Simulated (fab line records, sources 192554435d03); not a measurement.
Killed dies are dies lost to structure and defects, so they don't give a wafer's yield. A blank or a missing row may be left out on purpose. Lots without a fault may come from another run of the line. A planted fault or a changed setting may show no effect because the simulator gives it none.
fab line records | flow n5_finfet
record lots=12 wafers=31 last_day=17
route steps=1938 shown DUMMY_GATE@235 PASSIVATION@1936
lots that met no fault: from a run of the same line without faults
start_h: hours from the record's first day to the start of the lot's first wafer shown | wait_h: hours since the lot's step before | " the same as in the row above | L1.1+2: a row that stands for several wafers | - no value, or no start given | * or withheld: withheld | < > ~ a bound
route shown NAME@n: a module of which the file shows steps, and the number in the route of the first | usual: mean/standard deviation of fault-free wafers | same: alike in all rows | chamber/n: place in a boat | sites: the reading at each site | _std_site: their standard deviation | _edge_site: outer sites' mean less inner sites' | radius_mm: how far each site lies from the wafer's centre | mask NAME#n: copy n | behind: the tool/chamber that last shaped the wafer | hold: why the lot was held/for how many hours/how that ended | device: the transistor (n, p or np) that didn't switch | end of line: the same wafers' tests at the end of the route | a step without rows: its recipe alone | killed: dies lost to structure and defects at the first sort, not the wafer's yield | map: a wafer's dies, x killed, . not, _ none there
set.NAME: the setting as run; set.NAME@STEP: as run at that earlier step | model.NAME: the simulator's own value behind a step, which no gauge read
steps of the route over a sample of lots; a table a step, a row a wafer
services: from which hour (start_h, from the record's first day; less than 0 if before it) a tool's chamber was out of use, for how many hours, and why
## steps
# step N5_DUMMY_GATE_ETCH_29
# recipe chemistry=N2/H2 target=underlayer target_depth_a=130 ion_energy_ev=200 pressure_mtorr=30 source_w=840 bias_w=150 n2_flow_sccm=200 h2_flow_sccm=200
# usual chamber_pressure_mTorr=30.000/0.027 drypump_motor_current_A=5.6/0.56 oes_product_au=0.78/0.094 rf_vpp_V=523/3.2 showerhead_plenum_p_Torr=2.52/0.11 throttle_valve_pct=17.90/0.25
# columns lot.wafer tool chamber start_h wait_h chamber_pressure_mTorr drypump_motor_current_A oes_product_au rf_hours_counter_h rf_vpp_V showerhead_plenum_p_Torr throttle_valve_pct
L789.4 rie_diel-02 3 51.28 0.0 30.043 6.0 0.67 217 527 2.64 17.95
L789.5 " 0 " " 29.978 5.7 0.78 - 519 2.38 18.24
L789.6 " 3 " " 29.995 6.0 0.67 - 525 2.64 17.96
L791.3 rie_diel-06 0 64.25 0.0 30.003 6.2 0.74 186 521 2.44 18.37
L791.6 " 3 " " 30.054 4.7 0.89 - 524 2.57 17.74
L792.2 rie_diel-03 2 73.07 0.0 29.998 5.2 0.92 9 520 2.49 17.77
L792.3 " 0 " " 30.018 5.9 0.71 180 526 2.64 17.76
L793.1 rie_diel-02 3 77.78 0.0 29.987 6.0 0.67 225 526 2.63 17.98
L793.2 " 0 " " 30.003 5.7 0.77 110 518 2.37 18.25
L794.3 rie_diel-03 0 81.89 0.0 29.961 6.0 0.72 184 527 2.64 17.73
L794.5 " 3 " " 29.988 6.5 0.70 - 520 2.41 17.83
L795.1 rie_diel-03 2 89.32 0.0 29.971 5.2 0.90 15 523 2.49 17.79
L795.6 " 2 " " 29.986 5.3 0.91 - 521 2.49 17.79
L798.2 rie_diel-02 1 106.11 0.0 30.006 5.4 0.71 207 524 2.50 18.21
L798.3 " 0 " " 29.958 5.7 0.76 118 517 2.37 18.28
L798.6 " 0 " " 30.008 5.7 0.77 - 517 2.37 18.29
L800.2 rie_diel-06 1 118.37 0.0 30.000 5.4 0.83 78 528 2.66 17.49
L800.3 " 3 " " 29.990 4.7 0.87 73 525 2.56 17.77
L800.6 " 1 " " 29.949 5.4 0.84 - 527 2.65 17.47
L801.3 rie_diel-03 3 124.57 0.0 29.990 6.5 0.69 217 520 2.41 17.84
L801.5 " 1 " " 29.998 5.0 0.93 - 530 2.72 17.63
L801.6 " 3 " " 30.025 6.5 0.69 - 519 2.41 17.84
L809.2 rie_diel-06 1 174.09 0.0 30.005 5.4 0.82 97 529 2.65 17.51
L809.5 " 3 " " 30.017 4.8 0.84 - 524 2.55 17.83
L809.6 " 0 " " 30.052 6.3 0.72 - 520 2.43 18.44
L810.4 rie_diel-03 3 178.32 0.0 29.983 6.5 0.67 - 520 2.40 17.86
L810.5 " 1 " " 29.977 5.0 0.88 - 528 2.71 17.66
L810.6 " 2 " " 29.973 5.2 0.85 - 522 2.48 17.82
L811.2 rie_diel-03 2 188.96 0.0 29.994 5.3 0.84 47 522 2.48 17.83
L811.4 " 3 " " 30.003 6.5 0.68 - 519 2.40 17.86
L811.6 " 2 " " 29.990 5.2 0.85 - 522 2.48 17.83
# step N5_DUMMY_GATE_ETCH_36
# recipe chemistry=CF4 target=SiARC target_depth_a=130 pressure_mtorr=40 source_w=545 bias_w=36 Ar_flow_sccm=100 cf4_flow_sccm=100 ion_energy_ev=80
# usual chamber_pressure_mTorr=40.00/0.039 drypump_motor_current_A=5.6/0.56 oes_product_au=0.78/0.094 rf_vpp_V=183.8/1.4 showerhead_plenum_p_Torr=2.13/0.088 throttle_valve_pct=15.68/0.22
# columns lot.wafer tool chamber start_h wait_h chamber_pressure_mTorr drypump_motor_current_A oes_product_au rf_hours_counter_h rf_vpp_V showerhead_plenum_p_Torr throttle_valve_pct
L789.4 rie_diel-02 3 51.32 0.0 39.99 6.0 0.66 217 184.2 2.22 15.72
L789.5 " 0 " " 39.96 5.7 0.77 - 182.0 2.01 15.87
L789.6 " 3 " " 39.97 6.0 0.67 - 183.7 2.22 15.73
L791.3 rie_diel-06 0 64.29 0.0 40.03 6.2 0.74 186 183.1 2.05 16.08
L791.6 " 3 " " 40.08 4.7 0.89 - 184.1 2.15 15.51
L792.2 rie_diel-03 2 73.11 0.0 40.03 5.3 0.93 9 182.5 2.09 15.52
L792.3 " 0 " " 39.98 6.0 0.72 180 186.3 2.23 15.62
L793.1 rie_diel-02 3 77.82 0.0 40.09 6.0 0.67 225 185.4 2.21 15.75
L793.2 " 0 " " 39.97 5.7 0.76 110 182.4 2.01 15.87
L794.3 rie_diel-03 0 81.93 0.0 40.06 6.0 0.71 184 185.2 2.23 15.64
L794.5 " 3 " " 39.92 6.5 0.71 - 183.3 2.04 15.69
L795.1 rie_diel-03 2 89.36 0.0 40.00 5.3 0.92 15 183.2 2.09 15.53
L795.6 " 2 " " 39.98 5.3 0.91 - 183.9 2.09 15.51
L798.2 rie_diel-02 1 106.15 0.0 39.95 5.5 0.70 207 183.2 2.12 16.03
L798.3 " 0 " " 40.05 5.7 0.75 118 180.8 2.00 15.89
L798.6 " 0 " " 39.99 5.7 0.75 - 182.1 2.00 15.88
L800.2 rie_diel-06 1 118.41 0.0 40.04 5.4 0.84 78 185.7 2.27 15.52
L800.3 " 3 " " 39.97 4.7 0.87 73 184.9 2.15 15.57
L800.6 " 1 " " 40.01 5.4 0.84 - 186.3 2.27 15.52
L801.3 rie_diel-03 3 124.61 0.0 40.05 6.5 0.70 217 181.7 2.04 15.71
L801.5 " 1 " " 40.05 5.0 0.93 - 185.9 2.28 15.26
L801.6 " 3 " " 39.98 6.5 0.70 - 182.7 2.04 15.71
L809.2 rie_diel-06 1 174.13 0.0 39.99 5.4 0.82 97 183.7 2.26 15.55
L809.5 " 3 " " 39.96 4.7 0.85 - 185.8 2.14 15.60
L809.6 " 0 " " 39.99 6.2 0.71 - 183.2 2.04 16.15
L810.4 rie_diel-03 3 178.36 0.0 40.04 6.5 0.68 - 183.6 2.03 15.74
L810.5 " 1 " " 39.98 5.0 0.88 - 186.7 2.27 15.30
L810.6 " 2 " " 40.03 5.2 0.84 - 184.2 2.08 15.56
L811.2 rie_diel-03 2 189.00 0.0 40.04 5.2 0.84 47 182.4 2.08 15.59
L811.4 " 3 " " 40.04 6.4 0.69 - 182.2 2.03 15.74
L811.6 " 2 " " 40.04 5.2 0.84 - 184.9 2.08 15.59
# step N5_DUMMY_GATE_ETCH_32
# recipe chemistry=CF4 target=SiO2 target_depth_a=35 time_s=3.9 ion_energy_ev=350 pressure_mtorr=10 icp_w=800 bias_w=400 cf4_flow_sccm=80
# usual chamber_pressure_mTorr=9.999/0.0096 drypump_motor_current_A=5.7/0.42 he_backside_leak_sccm=2.9/0.36 oes_product_au=0.994/0.025 throttle_valve_pct=21.87/0.23
# columns lot.wafer tool chamber start_h wait_h chamber_pressure_mTorr drypump_motor_current_A he_backside_leak_sccm oes_product_au rf_hours_counter_h throttle_valve_pct
L789.4 rie_si-03 2 52.47 0.1 9.978 5.2 2.6 0.996 164 21.61
L789.5 " 3 " " 9.996 5.6 3.3 0.995 - 22.03
L789.6 " 0 " " 10.011 6.0 2.5 1.017 - 22.17
L791.3 rie_si-02 2 64.85 0.1 9.996 6.3 2.5 0.960 34 21.96
L791.6 " 1 " " 9.995 5.2 3.0 0.996 - 21.78
L792.2 rie_si-03 3 73.69 0.1 10.031 5.6 3.2 0.992 199 22.03
L792.3 " 1 " " 10.010 5.6 3.2 0.976 121 21.55
L793.1 rie_si-02 3 78.38 0.1 9.989 5.8 3.3 0.955 45 21.58
L793.2 " 0 " " 10.003 6.2 3.2 1.017 192 22.11
L794.3 rie_si-03 2 82.60 0.1 9.997 5.2 2.7 1.000 165 21.62
L794.5 " 2 " " 9.991 5.2 2.7 0.998 - 21.61
L795.1 rie_si-03 0 90.17 0.1 10.014 5.9 2.6 1.027 185 22.15
L795.6 " 2 " " 9.994 5.2 2.6 0.996 - 21.62
L798.2 rie_si-02 3 106.90 0.1 10.022 5.8 3.1 0.959 45 21.58
L798.3 " 1 " " 9.990 5.2 3.0 1.310 85 21.89
L798.6 " 2 " " 10.015 6.4 2.6 0.963 - 21.95
L800.2 rie_si-02 1 118.97 0.1 9.989 5.2 3.0 0.992 86 21.78
L800.3 " 3 " " 10.007 5.8 2.7 1.265 46 21.69
L800.6 " 0 " " 10.004 6.1 3.1 1.015 - 22.10
L801.3 rie_si-02 2 125.30 0.1 9.990 6.3 2.5 1.265 35 22.04
L801.5 " 2 " " 10.009 6.3 2.5 1.261 - 22.04
L801.6 " 3 " " 9.997 5.8 3.0 0.951 - 21.56
L809.2 rie_si-06 1 174.70 0.1 9.991 6.1 3.0 1.017 73 22.00
L809.5 " 3 " " 10.009 4.9 2.8 1.035 - 22.24
L809.6 " 0 " " 9.988 6.2 2.9 0.989 - 21.78
L810.4 rie_si-03 0 178.91 0.0 10.002 6.0 2.4 1.015 186 22.16
L810.5 " 1 " " 10.008 5.6 3.1 0.975 - 21.56
L810.6 " 2 " " 10.006 5.2 2.6 1.001 - 21.60
L811.2 rie_si-02 0 189.90 0.1 10.003 6.2 2.7 0.982 0 21.91
L811.4 " 2 " " 10.000 6.3 2.6 0.969 37 21.97
L811.6 " 3 " " 9.987 5.8 3.1 0.952 - 21.58
# step N5_DUMMY_GATE_ETCH_44
# recipe chemistry=HBr/O2 over_etch_frac=0.7 target_depth_a=1275 stop_on=SiO2 ion_energy_ev=60 bias_w=20 target=poly-Si mask_material=SiO2 pressure_mtorr=20 icp_w=400 HBr_flow_sccm=120 O2_flow_sccm=10
# usual chamber_pressure_mTorr=19.999/0.017 drypump_motor_current_A=5.7/0.42 he_backside_leak_sccm=2.9/0.33 oes_product_au=0.729/0.017 throttle_valve_pct=18.52/0.24
# columns lot.wafer tool chamber start_h wait_h chamber_pressure_mTorr drypump_motor_current_A he_backside_leak_sccm oes_product_au rf_hours_counter_h throttle_valve_pct
L789.4 rie_si-03 2 52.56 0.0 20.005 5.2 2.6 0.737 164 18.11
L789.5 " 3 " " 20.000 5.6 3.1 0.727 - 18.67
L789.6 " 0 " " 20.020 5.9 2.4 0.743 - 18.67
L791.3 rie_si-02 2 64.94 0.0 20.000 6.3 2.6 0.714 34 18.62
L791.6 " 1 " " 19.992 5.2 3.2 0.713 - 18.66
L792.2 rie_si-03 3 73.78 0.0 20.038 5.6 3.2 0.718 199 18.70
L792.3 " 1 " " 20.001 5.5 3.1 0.728 121 18.26
L793.1 rie_si-02 3 78.47 0.0 19.989 5.8 3.1 0.729 45 18.15
L793.2 " 0 " " 20.003 6.2 3.1 0.761 192 18.80
L794.3 rie_si-03 2 82.69 0.0 20.002 5.2 2.6 0.740 165 18.11
L794.5 " 2 " " 20.009 5.2 2.6 0.742 - 18.10
L795.1 rie_si-03 0 90.26 0.0 20.040 5.9 2.3 0.759 185 18.66
L795.6 " 2 " " 19.990 5.2 2.6 0.745 - 18.10
L798.2 rie_si-02 3 106.99 0.0 19.973 5.8 3.2 0.696 45 18.15
L798.3 " 1 " " 20.008 5.2 3.0 0.709 85 18.65
L798.6 " 2 " " 20.012 6.3 2.5 0.721 - 18.63
L800.2 rie_si-02 1 119.06 0.0 20.013 5.2 2.9 0.712 86 18.66
L800.3 " 3 " " 20.015 5.8 3.2 0.715 46 18.16
L800.6 " 0 " " 19.983 6.1 3.1 0.761 - 18.79
L801.3 rie_si-02 2 125.39 0.0 19.995 6.4 2.4 0.718 35 18.60
L801.5 " 2 " " 19.988 6.3 2.4 0.720 - 18.62
L801.6 " 3 " " 19.972 5.8 2.9 0.689 - 18.15
L809.2 rie_si-06 1 174.78 0.0 19.991 6.1 3.1 0.743 73 18.60
L809.5 " 3 " " 20.005 4.9 2.8 0.746 - 18.80
L809.6 " 0 " " 19.978 6.2 3.3 0.724 - 18.64
L810.4 rie_si-03 0 179.00 0.0 19.995 6.0 2.5 0.746 186 18.68
L810.5 " 1 " " 19.954 5.6 3.0 0.706 - 18.25
L810.6 " 2 " " 20.012 5.2 2.7 0.742 - 18.10
L811.2 rie_si-02 0 189.99 0.0 20.023 6.1 2.6 0.721 0 18.63
L811.4 " 2 " " 20.037 6.4 2.4 0.719 37 18.62
L811.6 " 3 " " 20.002 5.8 3.1 0.710 - 18.16
# step N5_PASSIVATION_PROBE_49
# usual killed_at_M0_to_M3=32/9.3 killed_at_M4_up=14/4.9 killed_at_contacts=15/7.5 killed_at_front_end=40/11 killed_at_other=4/3.3 killed_dies=104/17 killed_open=68/14 killed_short=33/7.9
# same gross_dies=1180 killed_at_back_side=0
# columns lot.wafer tool chamber start_h wait_h killed_at_M0_to_M3 killed_at_M4_up killed_at_contacts killed_at_front_end killed_at_other killed_dies killed_open killed_short
L801.3 prober-02 - 346.16 0.1 22 28 14 63 17 144 98 30
# killed by level:class
L801.3 STI_FIN_REVEAL:geometric_particle:open=35 BEOL_M4:geometric_particle:open=18 PASSIVATION:area_etch=15 MOL_CONTACT_COAG:geometric_particle:open=12 BEOL_M2:geometric_particle:open=7 GATE_CUT:geometric_particle:short=6 GATE_CUT:geometric_particle:open=5 BEOL_M1:geometric_particle:open=5
## services
# columns tool chamber start_h hours kind
rie_si-02 0 44.16 3.5 repair
rie_diel-03 - 48.55 2.8 pm
rie_diel-03 - 51.49 0.5 repair
rie_diel-03 1 68.41 - clean
rie_diel-03 1 68.41 - consumable_replace:focus_ring
rie_diel-03 1 68.41 - consumable_replace:showerhead
rie_diel-03 1 68.41 23.2 scheduled_down
rie_diel-03 1 68.41 23.2 vent_cycle
rie_diel-06 1 70.09 4.3 repair
rie_si-03 3 78.49 - clean
rie_si-03 3 78.49 20.6 scheduled_down
rie_si-03 3 78.49 20.6 vent_cycle
rie_diel-06 - 98.98 0.4 repair
rie_diel-03 0 115.96 8.9 repair
rie_si-03 - 126.25 0.8 repair
rie_diel-02 3 159.07 - clean
rie_diel-02 3 159.07 - consumable_replace:focus_ring
rie_diel-02 3 159.07 16.3 scheduled_down
rie_diel-02 3 159.07 16.3 vent_cycle
rie_si-02 0 160.57 - clean
rie_si-02 0 160.57 24.8 scheduled_down
rie_si-02 0 160.57 24.8 vent_cycle
rie_diel-06 0 163.38 9.6 repair
## key
first_sign step=N5_DUMMY_GATE_ETCH_32 reading=oes_product_au direction=up sigmas=11 usual=0.994 struck=1.275
effect none on later readings
met_at N5_DUMMY_GATE_ETCH_32
struck_lots L798,L800,L801
struck_wafers L798.3,L800.3,L801.3,L801.5
tester_left_out L798,L800,L801
baseline_loss step=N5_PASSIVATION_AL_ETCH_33 wafers=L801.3
not_acting_at N5_DUMMY_GATE_ETCH_29,N5_DUMMY_GATE_ETCH_36,N5_DUMMY_GATE_ETCH_44
onset_between 78.38 106.90
fault kind=process_parameter_drift tool=rie_si-02 chamber=- onset_h=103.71 steps=N5_DUMMY_GATE_ETCH_32 channel=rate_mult offset=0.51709 shape=step end_h=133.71 scope=struck_wafers_only
# tester_left_out: of these lots the tester's yield and bins aren't shown, on N5 and GAA mostly nor the transistor test; their killed dies are dies lost to structure and defects alone, not to doping, threshold or leakage, so they don't give the yield
# baseline_loss: these wafers lose ten dies or more at that step, a loss of the line's own and not of a fault; the sort's usual values leave them out
